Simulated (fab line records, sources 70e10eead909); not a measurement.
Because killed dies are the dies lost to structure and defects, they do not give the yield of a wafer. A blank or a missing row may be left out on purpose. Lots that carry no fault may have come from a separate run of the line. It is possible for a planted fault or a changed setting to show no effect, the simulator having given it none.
Chamber matching -- flow nand-harc -- NHARC_P_GATE_DESCUM_48 on rie-diel-02 has 4 sister chambers
The step chemistry O2, time 3 s. 4 wafers are shown with their chamber, then 7 later ones without.

## WAFERS, EACH WITH ITS CHAMBER
wafer,chamber,drypump-motor-current-A (A)
L562.3,1,5.7
L562.5,3,5.3
L566.2,0,5.3
L566.4,2,4.9

## WAFERS WITH NO CHAMBER GIVEN
wafer,drypump-motor-current-A (A)
L566.5,4.9
L567.3,5.3
L567.4,5.7
L567.6,5.7
L568.3,5.7
L568.5,5.7
L568.6,5.2

## WHICH CHAMBER EACH WENT THROUGH
wafer,from the rows above,in truth
L566.5,2,2
L567.3,can't be placed: 0 or 3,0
L567.4,1,1
L567.6,1,1
L568.3,1,1
L568.5,1,1
L568.6,can't be placed: 0 or 3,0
Correctly placed: 5 of 7. Cannot be placed on the basis of these rows: 2; the candidates contain the true chamber in 2. Placed wrongly: 0.
How it was worked out, from the rows above alone: a wafer's distance from a chamber is the root of the sum, over the readings, of the square of ((its reading less the chamber's mean) divided by the reading's scatter). If the next closest chamber is less than 2 further off than the closest, the wafer can't be placed; otherwise it belongs to the closest. For every chamber, the mean is computed from those of its wafers that are shown. The scatter (one wafer shown for each chamber): square how far every hidden wafer sits from the nearest shown wafer, average those squares and take the square root.
